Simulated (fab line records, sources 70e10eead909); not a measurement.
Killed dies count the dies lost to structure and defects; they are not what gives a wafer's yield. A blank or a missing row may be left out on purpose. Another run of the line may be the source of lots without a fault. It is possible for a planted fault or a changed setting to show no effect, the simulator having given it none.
Chamber matching || flow nand harc || pecvd-02 running NHARC_P_CONTACT_DEP_30: 3 sister chambers
The step deposits SiNx, target thk 30 nm. 6 wafers are shown with their chamber, then 7 later ones without.

## EACH WAFER AND ITS CHAMBER
{"wafer": "L238.6", "chamber": 2, "heater power outer w (W)": 461, "heater power w (W)": 722}
{"wafer": "L239.5", "chamber": 2, "heater power outer w (W)": 426, "heater power w (W)": 660}
{"wafer": "L247.3", "chamber": 0, "heater power outer w (W)": 439, "heater power w (W)": 726}
{"wafer": "L247.6", "chamber": 1, "heater power outer w (W)": 403, "heater power w (W)": 681}
{"wafer": "L248.1", "chamber": 1, "heater power outer w (W)": 395, "heater power w (W)": 655}
{"wafer": "L248.2", "chamber": 0, "heater power outer w (W)": 524, "heater power w (W)": 870}

## WAFERS MISSING THEIR CHAMBER
{"wafer": "L248.6", "heater power outer w (W)": 358, "heater power w (W)": 595}
{"wafer": "L253.1", "heater power outer w (W)": 378, "heater power w (W)": 623}
{"wafer": "L253.2", "heater power outer w (W)": 359, "heater power w (W)": 615}
{"wafer": "L253.5", "heater power outer w (W)": 372, "heater power w (W)": 617}
{"wafer": "L255.2", "heater power outer w (W)": 545, "heater power w (W)": 876}
{"wafer": "L255.5", "heater power outer w (W)": 418, "heater power w (W)": 632}
{"wafer": "L255.6", "heater power outer w (W)": 372, "heater power w (W)": 634}

## WHICH CHAMBER EACH ONE RAN IN
{"wafer": "L248.6", "from the rows above": "can't be placed: 1 or 2", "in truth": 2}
{"wafer": "L253.1", "from the rows above": "can't be placed: 1 or 2", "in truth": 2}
{"wafer": "L253.2", "from the rows above": "can't be placed: 1 or 2", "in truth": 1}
{"wafer": "L253.5", "from the rows above": "can't be placed: 1 or 2", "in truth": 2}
{"wafer": "L255.2", "from the rows above": "can't be placed: 0 or 2", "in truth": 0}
{"wafer": "L255.5", "from the rows above": "can't be placed: 1 or 2", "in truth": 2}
{"wafer": "L255.6", "from the rows above": "can't be placed: 1 or 2", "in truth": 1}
Correctly placed: 0 of 7. Unplaceable from these rows: 7, with the true chamber sitting among the candidates in 7. Wrongly placed: 0.
How it was worked out, from the rows above alone: a wafer's distance from a chamber is the root of the sum, over the readings, of the square of ((its reading less the chamber's mean) divided by the reading's scatter). If the next closest chamber is less than 2 further off than the closest, the wafer can't be placed; otherwise it belongs to the closest. The mean given for a chamber averages the wafers shown for that chamber. The scatter: the root of (the sum of the squares of (reading less its chamber's mean) over the shown wafers, divided by (wafers less chambers)).
